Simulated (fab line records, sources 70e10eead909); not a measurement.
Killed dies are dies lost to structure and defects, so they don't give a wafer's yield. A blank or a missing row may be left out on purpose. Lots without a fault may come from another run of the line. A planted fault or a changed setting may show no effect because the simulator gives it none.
fab line records | flow nand_harc
record lots=24 wafers=72 last_day=33
route steps=1302 shown P_M1@300 P_M2@331
lots that met no fault: from a run of the same line without faults
start_h: hours from the record's first day to the start of the lot's first wafer shown | wait_h: hours since the lot's step before | " the same as in the row above | L1.1+2: a row that stands for several wafers | - no value, or no start given | * or withheld: withheld | < > ~ a bound
route shown NAME@n: a module of which the file shows steps, and the number in the route of the first | usual: mean/standard deviation of fault-free wafers | same: alike in all rows | chamber/n: place in a boat | sites: the reading at each site | _std_site: their standard deviation | _edge_site: outer sites' mean less inner sites' | radius_mm: how far each site lies from the wafer's centre | mask NAME#n: copy n | behind: the tool/chamber that last shaped the wafer | hold: why the lot was held/for how many hours/how that ended | device: the transistor (n, p or np) that didn't switch | end of line: the same wafers' tests at the end of the route | a step without rows: its recipe alone | killed: dies lost to structure and defects at the first sort, not the wafer's yield | map: a wafer's dies, x killed, . not, _ none there
set.NAME: the setting as run; set.NAME@STEP: as run at that earlier step | model.NAME: the simulator's own value behind a step, which no gauge read
steps of the route over a sample of lots; a table a step, a row a wafer
services: from which hour (start_h, from the record's first day; less than 0 if before it) a tool's chamber was out of use, for how many hours, and why
## steps
# step NHARC_P_M1_ETCH_15
# recipe target_depth_a=1825 time_s=91.2 c4f8_flow_sccm=withheld ar_flow_sccm=400 rf_w=600 bias_w=300 chemistry=C4F8/Ar
# usual oes_product_au=0.955/0.02 rf_vpp_V=439.9/2.6
# columns lot.wafer tool chamber start_h wait_h oes_product_au rf_hours_counter_h rf_vpp_V
L074.3 rie_diel-01 0 - - 0.917 7 436.9
L074.2 " 1 " " 0.930 6 436.2
L074.6 " 0 " " 0.903 - 439.6
L075.3 rie_diel-12 1 - - 0.967 9 440.8
L075.1 " 3 " " 0.966 11 438.4
L075.6 " 0 " " 0.978 - 438.8
L076.3 rie_diel-01 0 - - 0.947 8 436.4
L076.5 " 2 " " 0.968 - 442.9
L076.6 " 3 " " 0.972 - 441.2
L077.1 rie_diel-01 0 - - 0.917 9 437.3
L077.3 " 3 " " 0.937 8 442.1
L077.5 " 1 " " 0.921 - 437.4
L078.2 rie_diel-01 2 - - 0.956 8 443.3
L078.1 " 3 " " 0.968 9 441.3
L078.5 " 2 " " 0.958 - 443.3
L079.3 rie_diel-01 1 - - 0.984 9 438.4
L079.1 " 3 " " 0.961 9 441.0
L079.4 " 0 " " 0.959 10 437.4
L080.3 rie_diel-01 0 - - 0.941 10 439.3
L080.1 " 1 " " 0.956 9 435.3
L080.5 " 3 " " 0.954 - 441.1
L081.2 rie_diel-01 1 - - 0.973 10 436.6
L081.1 " 2 " " 0.965 9 441.9
L081.6 " 0 " " 0.944 - 437.3
L082.1 rie_diel-01 1 - - 0.926 10 439.0
L082.4 " 2 " " 0.926 10 441.9
L082.5 " 3 " " 0.940 - 441.8
L083.4 rie_diel-01 1 - - 0.968 0 437.0
L083.6 " 2 " " 0.977 - 441.8
L083.5 " 3 " " 0.966 - 441.3
L084.2 rie_diel-01 2 - - 0.978 0 443.0
L084.4 " 3 " " 0.950 - 442.0
L084.5 " 1 " " 0.953 - 437.5
L085.1 rie_diel-01 1 - - 0.961 1 437.5
L085.2 " 0 " " 0.982 1 438.9
L085.6 " 2 " " 0.969 - 441.9
L086.4 rie_diel-01 3 - - 0.971 2 441.1
L086.2 " 1 " " 0.946 2 437.4
L086.3 " 2 " " 0.974 2 442.1
L087.1 rie_diel-08 0 - - 0.973 7 443.1
L087.5 " 0 " " 0.970 - 444.4
L087.6 " 1 " " 0.951 - 436.8
L088.3 rie_diel-01 2 - - 0.981 3 441.7
L088.1 " 3 " " 0.978 4 441.1
L088.5 " 1 " " 0.945 - 439.3
L089.3 rie_diel-01 1 - - 0.951 4 436.3
L089.6 " 0 " " 0.984 - 437.4
L089.5 " 1 " " 0.951 - 437.7
L090.2 rie_diel-12 2 - - 0.965 6 442.4
L090.1 " 3 " " 0.972 7 437.9
L090.6 " 1 " " 0.966 - 441.4
L091.2 rie_diel-08 3 - - 0.922 11 436.5
L091.5 " 0 " " 0.926 - 444.5
L091.4 " 1 " " 0.908 - 436.4
L092.2 rie_diel-08 1 - - 0.969 11 436.1
L092.6 " 1 " " 0.964 - 437.3
L092.5 " 2 " " 0.977 - 440.3
L093.1 rie_diel-01 1 - - 0.925 5 436.9
L093.5 " 2 " " 0.938 - 442.0
L093.6 " 3 " " 0.928 - 440.8
L094.1 rie_diel-08 0 - - 0.974 12 443.6
L094.3 " 1 " " 0.958 12 437.0
L094.6 " 0 " " 0.971 - 443.8
L095.2 rie_diel-08 1 340.18 0.1 0.949 13 436.7
L095.1 " 0 " " 0.952 13 444.0
L095.3 " 1 " " 0.946 - 437.5
L096.2 rie_diel-08 1 340.54 0.1 0.944 13 436.1
L096.1 " 0 " " 0.949 13 445.5
L096.6 " 1 " " 0.946 - 435.8
L097.1 rie_diel-01 0 - - 0.964 8 438.4
L097.3 " 2 " " 0.981 8 443.9
L097.2 " 3 " " 0.972 8 440.3
# step NHARC_P_M1_CMP_23
# recipe t_overpolish_s=20 target_thk_nm=157.82
# usual motor_current_A=12.3/1 time_to_endpoint_s=27.3/2.8
# same t_overpolish_s=20
# columns lot.wafer tool chamber start_h wait_h motor_current_A time_to_endpoint_s
L074.2 cmp-01 0 132.25 - 13.4 29.6
L074.3 " 1 " " 13.2 29.0
L074.6 " 0 " " 13.9 30.3
L075.1 cmp-01 2 139.16 - 14.1 24.0
L075.3 " 3 " " 11.7 27.9
L075.6 " 2 " " 13.4 27.1
L076.3 cmp-01 3 149.33 - 10.9 26.3
L076.6 " 3 " " 11.1 28.6
L076.5 " 0 " " 13.0 27.5
L077.1 cmp-01 0 162.49 - 13.6 29.8
L077.3 " 3 " " 10.8 25.6
L077.5 " 0 " " 12.2 30.6
L078.1 cmp-02 0 170.31 - 10.1 32.0
L078.2 " 1 " " 12.3 28.7
L078.5 " 0 " " 10.2 31.8
L079.4 cmp-02 2 182.76 - 12.8 29.6
L079.3 " 3 " " 11.3 29.5
L079.1 " 0 " " 10.2 32.0
L080.3 cmp-02 2 188.53 - 13.7 28.9
L080.1 " 0 " " 10.1 36.4
L080.5 " 1 " " 12.8 31.2
L081.1 cmp-04 2 193.38 - 11.7 25.6
L081.2 " 1 " " 13.4 21.7
L081.6 " 3 " " 11.7 26.0
L082.4 cmp-04 3 205.35 - 12.8 28.4
L082.1 " 1 " " 13.0 25.2
L082.5 " 0 " " 11.1 30.2
L083.4 cmp-02 1 220.03 - 12.4 30.3
L083.6 " 0 " " 9.9 34.4
L083.5 " 1 " " 12.5 30.0
L084.4 cmp-04 1 225.41 - 12.6 23.3
L084.2 " 2 " " 11.7 24.8
L084.5 " 2 " " 11.3 26.3
L085.2 cmp-04 0 235.62 - 11.4 31.8
L085.1 " 1 " " 13.2 22.5
L085.6 " 0 " " 11.0 27.3
L086.4 cmp-02 0 251.08 - 10.6 29.3
L086.3 " 1 " " 13.0 24.9
L086.2 " 2 " " 13.2 23.6
L087.1 cmp-01 3 270.41 - 10.9 26.9
L087.5 " 2 " " 13.9 27.6
L087.6 " 3 " " 10.9 26.0
L088.1 cmp-04 2 271.47 - 12.7 26.2
L088.3 " 3 " " 12.9 26.5
L088.5 " 0 " " 12.0 28.4
L089.3 cmp-02 0 291.97 - 10.7 31.7
L089.6 " 1 " " 12.6 28.4
L089.5 " 2 " " 11.8 22.9
L090.1 cmp-01 0 296.10 - 12.9 25.5
L090.2 " 1 " " 13.2 26.3
L090.6 " 3 " " 12.0 24.2
L091.2 cmp-04 0 300.73 - 12.7 29.4
L091.4 " 1 " " 12.7 23.3
L091.5 " 1 " " 12.9 22.0
L092.2 cmp-04 2 318.12 - 11.5 28.1
L092.6 " 3 " " 12.2 28.3
L092.5 " 0 " " 11.8 29.9
L093.1 cmp-01 0 323.87 - 13.1 27.8
L093.5 " 0 " " 13.2 25.7
L093.6 " 1 " " 13.0 28.4
L094.3 cmp-01 3 332.56 - 11.8 22.4
L094.1 " 1 " " 13.4 25.8
L094.6 " 2 " " 13.2 22.7
L095.1 cmp-02 1 342.20 - 12.2 27.0
L095.3 " 2 " " 12.9 25.4
L095.2 " 3 " " 11.1 27.4
L096.2 cmp-01 2 342.71 - 13.5 20.5
L096.1 " 3 " " 10.8 21.0
L096.6 " 2 " " 13.6 21.3
L097.3 cmp-04 3 356.00 - 13.1 27.9
L097.2 " 0 " " 11.8 29.1
L097.1 " 1 " " 12.5 24.1
# step NHARC_P_M2_DESCUM_14
# recipe time_s=3 o2_flow_sccm=200 ar_flow_sccm=0 bias_power_w=0 chemistry=O2
# usual drypump_motor_current_A=5.8/0.35 o2_flow_sccm=200.1/1.1 oes_product_au=0.999/0.0082 rf_vpp_V=57.7/0.88 showerhead_plenum_p_Torr=1.91/0.061 throttle_valve_pct=11.311/0.0089
# columns lot.wafer tool chamber start_h wait_h drypump_motor_current_A o2_flow_sccm oes_product_au rf_hours_counter_h rf_vpp_V showerhead_plenum_p_Torr throttle_valve_pct
L074.2 rie_diel-10 2 134.14 0.1 5.8 200.0 1.006 4.0 56.7 1.89 11.314
L074.3 " 0 " " 6.2 200.1 0.990 3.0 58.7 1.99 11.330
L074.6 " 2 " " 5.8 200.0 1.004 - 58.4 1.90 11.316
L075.3 rie_diel-02 1 141.22 0.1 5.8 200.5 1.004 2.7 56.9 1.94 11.305
L075.1 " 2 " " 5.2 198.8 1.005 3.6 56.2 1.90 11.314
L075.6 " 1 " " 5.8 199.6 0.995 - 57.1 1.94 11.312
L076.3 rie_diel-02 2 151.30 0.1 5.2 199.1 1.006 4.0 56.8 1.90 11.312
L076.6 " 1 " " 5.8 199.2 0.997 - 57.9 1.94 11.321
L076.5 " 2 " " 5.2 199.3 1.002 - 57.3 1.90 11.320
L077.1 rie_diel-02 3 164.55 0.1 6.1 200.5 1.009 4.9 57.1 1.80 11.306
L077.3 " 1 " " 5.8 201.0 1.007 3.9 59.0 1.94 11.317
L077.5 " 3 " " 6.1 200.2 1.007 - 57.8 1.80 11.302
L078.2 rie_diel-02 3 172.36 0.1 6.1 199.5 0.994 5.2 57.1 1.80 11.308
L078.1 " 2 " " 5.2 199.6 1.001 5.2 58.4 1.90 11.291
L078.5 " 0 " " 6.1 200.0 0.991 - 58.4 1.89 11.316
L079.1 rie_diel-10 3 184.81 0.1 5.3 200.7 1.004 4.5 58.7 1.94 11.321
L079.3 " 0 " " 6.2 200.1 0.993 6.0 58.0 1.99 11.311
L079.4 " 1 " " 5.6 200.2 1.004 7.6 58.5 1.91 11.315
L080.3 rie_diel-02 2 190.54 0.1 5.2 199.5 1.005 5.8 56.5 1.90 11.313
L080.1 " 3 " " 6.1 199.7 1.006 5.8 57.1 1.80 11.301
L080.5 " 2 " " 5.2 199.1 1.008 - 57.1 1.90 11.309
L081.2 rie_diel-09 2 195.51 0.1 6.2 200.7 0.983 2.3 59.2 1.96 11.320
L081.1 " 3 " " 5.5 199.9 1.009 2.8 58.0 1.94 11.333
L081.6 " 2 " " 6.2 199.6 0.994 - 58.7 1.96 11.308
L082.4 rie_diel-09 2 207.40 0.1 6.2 200.4 0.993 4.0 57.6 1.96 11.305
L082.1 " 0 " " 5.9 201.3 0.988 3.9 57.6 2.02 11.312
L082.5 " 3 " " 5.5 210.9 1.005 - 58.8 1.94 11.309
L083.4 rie_diel-09 3 222.08 0.1 5.5 199.5 1.009 5.2 58.8 1.94 11.298
L083.6 " 0 " " 5.9 199.7 0.988 - 59.0 2.02 11.307
L083.5 " 1 " " 6.0 199.7 0.995 - 57.8 1.81 11.298
L084.2 rie_diel-10 3 227.31 0.1 5.3 200.1 1.002 6.7 57.2 1.94 11.306
L084.4 " 1 " " 5.6 199.4 0.992 9.3 58.1 1.91 11.315
L084.5 " 3 " " 5.3 200.0 1.009 - 57.8 1.94 11.316
L085.1 rie_diel-09 1 237.51 0.1 6.1 199.6 0.989 5.1 58.4 1.81 11.305
L085.2 " 2 " " 6.2 200.9 0.990 6.1 57.9 1.96 11.303
L085.6 " 3 " " 5.5 198.7 1.008 - 57.3 1.94 11.313
L086.3 rie_diel-09 2 253.33 0.1 6.3 199.7 0.983 7.9 57.4 1.96 11.314
L086.2 " 3 " " 5.5 201.0 1.003 7.5 57.4 1.93 11.319
L086.4 " 0 " " 5.9 200.3 0.999 7.3 59.4 2.02 11.301
L087.1 rie_diel-10 0 272.43 0.1 6.2 200.6 0.975 0.5 57.5 1.99 11.318
L087.5 " 0 " " 6.2 200.6 0.991 - 57.9 1.99 11.310
L087.6 " 2 " " 5.8 201.2 1.002 - 57.6 1.89 11.314
L088.3 rie_diel-09 0 273.45 0.1 5.9 199.3 0.993 7.9 57.7 2.02 11.305
L088.1 " 2 " " 6.2 199.0 0.986 8.8 57.5 1.96 11.318
L088.5 " 0 " " 5.9 198.8 0.990 - 57.3 2.02 11.308
L089.3 rie_diel-02 1 293.92 0.1 5.8 201.2 0.994 3.2 59.4 1.93 11.306
L089.6 " 1 " " 5.8 200.9 1.012 - 58.1 1.93 11.314
L089.5 " 2 " " 5.2 200.2 1.009 - 57.5 1.90 11.333
L090.2 rie_diel-02 2 298.26 0.1 5.2 199.8 0.993 3.8 58.3 1.90 11.302
L090.1 " 1 " " 5.8 200.3 0.983 3.8 57.7 1.93 11.322
L090.6 " 1 " " 5.8 199.8 0.995 - 58.2 1.93 11.316
L091.2 rie_diel-02 3 302.78 0.1 6.1 198.7 0.998 3.8 57.7 1.80 11.321
L091.4 " 1 " " 5.8 200.2 0.999 3.9 57.6 1.93 11.326
L091.5 " 3 " " 6.1 199.2 1.005 - 56.7 1.80 11.311
L092.2 rie_diel-02 1 320.10 0.1 5.8 200.3 0.993 5.0 57.4 1.93 11.310
L092.6 " 1 " " 5.8 200.8 0.978 - 59.3 1.93 11.290
L092.5 " 2 " " 5.2 200.2 0.998 - 57.9 1.90 11.323
L093.1 rie_diel-02 2 325.92 0.1 5.2 200.4 0.990 4.8 56.3 1.90 11.307
L093.6 " 1 " " 5.8 200.5 0.990 - 57.3 1.93 11.319
L093.5 " 2 " " 5.2 200.3 0.998 - 57.5 1.90 11.306
L094.1 rie_diel-02 2 334.48 0.1 5.2 199.7 0.999 5.0 57.0 1.90 11.310
L094.3 " 3 " " 6.1 200.1 0.998 4.8 58.0 1.80 11.292
L094.6 " 1 " " 5.8 201.2 0.986 - 56.7 1.93 11.304
L095.1 rie_diel-02 1 344.41 0.1 5.8 200.5 0.999 5.6 57.0 1.93 11.320
L095.2 " 2 " " 5.2 200.1 0.992 5.4 58.7 1.90 11.302
L095.3 " 3 " " 6.1 199.2 1.007 5.3 56.2 1.80 11.309
L096.2 rie_diel-10 1 344.85 0.1 5.6 199.9 1.004 5.5 58.2 1.91 11.318
L096.1 " 2 " " 5.8 198.9 1.011 6.1 56.6 1.89 11.312
L096.6 " 1 " " 5.6 199.4 1.005 - 56.5 1.91 11.319
L097.3 rie_diel-02 3 358.01 0.1 6.1 200.4 0.995 6.1 57.9 1.80 11.316
L097.1 " 0 " " 6.1 201.6 0.999 5.5 55.4 1.89 11.312
L097.2 " 1 " " 5.8 200.0 1.002 6.1 58.9 1.93 11.316
# step NHARC_P_M2_ANNEAL_31
# recipe temp_c=225 time_s=90
# usual wafer_temp_C_max=226.13/0.27
# columns lot.wafer tool chamber start_h wait_h wafer_temp_C_max
L074.2 rtp_anneal-01 0 136.03 - 226.12
L074.3 " 0 " " 226.64
L074.6 " 0 " " 225.79
L075.1 rtp_anneal-01 0 142.99 0.3 225.91
L075.3 " 0 " " 226.38
L075.6 " 0 " " 226.16
L076.3 rtp_anneal-02 0 153.22 - 226.24
L076.5 " 0 " " 226.23
L076.6 " 0 " " 226.05
L077.1 rtp_anneal-02 0 166.30 - 226.15
L077.3 " 0 " " 226.21
L077.5 " 0 " " 225.57
L078.1 rtp_anneal-01 0 174.12 0.3 226.37
L078.2 " 0 " " 225.94
L078.5 " 0 " " 226.15
L079.1 rtp_anneal-02 0 186.57 - 226.13
L079.3 " 0 " " 226.20
L079.4 " 0 " " 226.12
L080.1 rtp_anneal-01 0 192.31 - 226.30
L080.3 " 0 " " 226.71
L080.5 " 0 " " 225.93
L081.1 rtp_anneal-02 0 197.26 0.3 226.12
L081.2 " 0 " " 225.88
L081.6 " 0 " " 225.96
L082.1 rtp_anneal-01 0 209.15 - 226.50
L082.4 " 0 " " 226.37
L082.5 " 0 " " 226.72
L083.4 rtp_anneal-01 0 224.00 - 226.37
L083.5 " 0 " " 225.98
L083.6 " 0 " " 225.94
L084.2 rtp_anneal-02 0 229.69 0.4 225.96
L084.4 " 0 " " 225.66
L084.5 " 0 " " 226.37
L085.1 rtp_anneal-02 0 239.26 0.3 226.15
L085.2 " 0 " " 226.33
L085.6 " 0 " " 225.93
L086.2 rtp_anneal-02 0 255.13 0.3 225.85
L086.3 " 0 " " 225.77
L086.4 " 0 " " 225.95
L087.1 rtp_anneal-02 0 274.23 0.3 226.19
L087.5 " 0 " " 225.96
L087.6 " 0 " " 225.92
L088.1 rtp_anneal-02 0 275.25 - 226.11
L088.3 " 0 " " 225.96
L088.5 " 0 " " 225.99
L089.3 rtp_anneal-02 0 295.78 0.3 225.71
L089.5 " 0 " " 226.42
L089.6 " 0 " " 226.16
L090.1 rtp_anneal-01 0 300.59 0.3 226.13
L090.2 " 0 " " 226.40
L090.6 " 0 " " 226.48
L091.2 rtp_anneal-01 0 304.61 0.3 226.38
L091.4 " 0 " " 226.68
L091.5 " 0 " " 226.21
L092.2 rtp_anneal-01 0 321.91 0.4 225.82
L092.5 " 0 " " 226.45
L092.6 " 0 " " 226.04
L093.1 rtp_anneal-02 0 327.67 0.3 225.83
L093.5 " 0 " " 226.11
L093.6 " 0 " " 225.74
L094.1 rtp_anneal-01 0 336.23 - 225.80
L094.3 " 0 " " 226.25
L094.6 " 0 " " 225.86
L095.1 rtp_anneal-01 0 346.17 - 226.33
L095.2 " 0 " " 226.40
L095.3 " 0 " " 225.89
L096.1 rtp_anneal-02 0 346.61 0.3 226.05
L096.2 " 0 " " 226.02
L096.6 " 0 " " 226.12
L097.1 rtp_anneal-01 0 359.79 - 225.88
L097.2 " 0 " " 226.12
L097.3 " 0 " " 226.24
# step NHARC_P_M2_INSPECT_27
# usual raw_defect_count=300/110
# columns lot.wafer tool chamber start_h wait_h raw_defect_count
L074.2 defect_inspect-01 - 136.81 0.0 145
L074.3 " - " " 325
L074.6 " - " " 435
L075.1 defect_inspect-02 - 143.81 0.0 168
L075.3 " - " " 158
L075.6 " - " " 162
L076.3 defect_inspect-01 - 153.93 0.0 262
L076.5 " - " " 233
L076.6 " - " " 230
L077.1 defect_inspect-02 - 167.12 0.0 150
L077.3 " - " " 195
L077.5 " - " " 146
L078.1 defect_inspect-02 - 174.94 0.0 259
L078.2 " - " " 191
L078.5 " - " " 191
L079.1 defect_inspect-02 - 187.38 0.0 323
L079.3 " - " " 239
L079.4 " - " " 175
L080.1 defect_inspect-02 - 193.13 0.0 245
L080.3 " - " " 183
L080.5 " - " " 329
L081.1 defect_inspect-02 - 198.08 0.0 273
L081.2 " - " " 293
L081.6 " - " " 233
L082.1 defect_inspect-01 - 209.97 0.0 330
L082.4 " - " " 361
L082.5 " - " " 437
L083.4 defect_inspect-02 - 224.66 0.0 217
L083.5 " - " " 405
L083.6 " - " " 194
L084.2 defect_inspect-02 - 230.45 0.0 441
L084.4 " - " " 219
L084.5 " - " " 312
L085.1 defect_inspect-02 - 240.08 0.0 268
L085.2 " - " " 263
L085.6 " - " " 357
L086.2 defect_inspect-02 - 255.90 0.0 414
L086.3 " - " " 616
L086.4 " - " " 376
L087.1 defect_inspect-01 - 275.05 0.0 226
L087.5 " - " " 251
L087.6 " - " " 275
L088.1 defect_inspect-02 - 276.06 0.0 297
L088.3 " - " " 218
L088.5 " - " " 183
L089.3 defect_inspect-01 - 296.49 0.0 453
L089.5 " - " " 211
L089.6 " - " " 283
L090.1 defect_inspect-01 - 301.41 0.0 357
L090.2 " - " " 354
L090.6 " - " " 293
L091.2 defect_inspect-01 - 305.37 0.0 398
L091.4 " - " " 553
L091.5 " - " " 212
L092.2 defect_inspect-02 - 322.68 0.0 720
L092.5 " - " " 271
L092.6 " - " " 274
L093.1 defect_inspect-02 - 328.49 0.0 216
L093.5 " - " " 323
L093.6 " - " " 336
L094.1 defect_inspect-02 - 337.05 0.0 529
L094.3 " - " " 281
L094.6 " - " " 324
L095.1 defect_inspect-01 - 346.99 0.0 315
L095.2 " - " " 348
L095.3 " - " " 225
L096.1 defect_inspect-02 - 347.42 0.0 402
L096.2 " - " " 214
L096.6 " - " " 247
L097.1 defect_inspect-02 - 360.61 0.0 372
L097.2 " - " " 432
L097.3 " - " " 394
# step NHARC_P_M2_DEP_33
# recipe target_thk_a=300 temp_c=370 target_thk_nm=30 pressure_torr=3 flow_sccm=200 rf_w=450 material=SiCN
# usual chamber_pressure_Torr=3.000/0.0062 heater_power_w=590/57
# columns lot.wafer tool chamber start_h wait_h chamber_pressure_Torr heater_power_w
L074.2 pecvd-04 0 136.95 0.1 3.002 517
L074.3 " 2 " " 3.005 593
L074.6 " 2 " " 3.012 601
L075.3 pecvd-03 0 144.00 0.1 2.999 591
L075.1 " 1 " " 2.986 575
L075.6 " 2 " " 3.005 557
L076.3 pecvd-03 1 154.08 0.1 2.998 589
L076.6 " 1 " " 3.001 603
L076.5 " 2 " " 2.998 619
L077.3 pecvd-03 2 167.27 0.1 3.003 559
L077.1 " 0 " " 2.999 704
L077.5 " 1 " " 3.007 608
L078.2 pecvd-04 2 175.09 0.1 3.004 596
L078.1 " 1 " " 3.003 666
L078.5 " 0 " " 2.990 534
L079.3 pecvd-02 2 187.53 0.1 3.008 462
L079.1 " 0 " " 2.996 579
L079.4 " 0 " " 3.001 559
L080.3 pecvd-02 2 193.28 0.1 2.992 484
L080.1 " 0 " " 2.996 664
L080.5 " 2 " " 3.003 485
L081.2 pecvd-02 0 198.36 0.1 3.007 672
L081.1 " 2 " " 3.007 511
L081.6 " 1 " " 2.999 549
L082.1 pecvd-03 1 210.16 0.1 3.005 611
L082.5 " 0 " " 3.000 677
L082.4 " 1 " " 3.014 618
L083.6 pecvd-04 2 224.93 0.2 3.002 550
L083.4 " 0 " " 3.007 592
L083.5 " 1 " " 2.996 694
L084.2 pecvd-03 0 230.64 0.1 3.004 664
L084.4 " 0 " " 3.000 649
L084.5 " 1 " " 3.004 594
L085.2 pecvd-03 2 240.23 0.1 3.005 622
L085.1 " 0 " " 3.007 623
L085.6 " 1 " " 2.994 563
L086.3 pecvd-02 0 256.04 0.1 3.000 651
L086.2 " 2 " " 2.998 530
L086.4 " 2 " " 3.000 536
L087.1 pecvd-03 2 275.29 0.1 3.001 629
L087.6 " 0 " " 2.994 666
L087.5 " 2 " " 2.998 602
L088.1 pecvd-02 1 276.34 0.1 2.997 552
L088.3 " 2 " " 2.991 455
L088.5 " 0 " " 3.002 589
L089.3 pecvd-04 1 296.63 0.1 3.009 540
L089.6 " 1 " " 3.002 554
L089.5 " 0 " " 2.995 609
L090.2 pecvd-02 1 301.56 0.1 3.002 535
L090.1 " 2 " " 2.999 533
L090.6 " 0 " " 2.981 631
L091.2 pecvd-02 0 305.56 0.1 3.010 579
L091.4 " 0 " " 2.991 592
L091.5 " 1 " " 2.999 574
L092.2 pecvd-04 0 322.91 0.1 3.005 651
L092.6 " 1 " " 2.999 620
L092.5 " 2 " " 3.012 568
L093.1 pecvd-03 1 328.68 0.1 2.994 649
L093.6 " 0 " " 3.001 581
L093.5 " 1 " " 3.004 630
L094.1 pecvd-03 0 337.24 0.1 2.996 689
L094.3 " 1 " " 2.992 532
L094.6 " 1 " " 2.998 532
L095.2 pecvd-03 2 347.14 0.1 3.007 504
L095.3 " 0 " " 2.999 696
L095.1 " 1 " " 3.005 566
L096.2 pecvd-04 0 347.57 0.1 2.996 637
L096.1 " 1 " " 3.000 535
L096.6 " 1 " " 2.997 545
L097.3 pecvd-03 2 360.76 0.1 2.995 618
L097.2 " 0 " " 2.997 680
L097.1 " 1 " " 2.993 585
## services
# columns tool chamber start_h hours kind
cmp-04 - 111.03 4.0 pm
rie_diel-02 1 124.25 11.6 repair
cmp-04 - 126.64 1.2 repair
rie_diel-01 0 167.47 2.4 repair
cmp-01 - 174.48 9.3 repair
pecvd-03 - 185.57 13.0 pm
cmp-01 - 185.63 4.0 pm
rie_diel-01 - 198.47 2.6 repair
rie_diel-01 - 203.80 9.0 pm
cmp-04 - 209.03 4.0 pm
rie_diel-02 - 216.70 9.0 pm
rie_diel-01 0 220.92 9.2 repair
pecvd-03 - 221.15 1.6 repair
rie_diel-02 - 228.63 0.2 repair
pecvd-03 1 247.46 8.8 repair
rie_diel-02 - 254.42 1.1 repair
cmp-01 - 273.13 1.0 repair
rie_diel-01 2 273.27 2.7 repair
rie_diel-01 - 276.56 0.2 repair
cmp-01 - 283.63 4.0 pm
rie_diel-01 1 293.18 7.1 repair
rie_diel-02 0 296.44 4.0 repair
rie_diel-01 1 307.91 6.5 repair
rie_diel-01 1 355.44 1.6 repair
## key
fault none
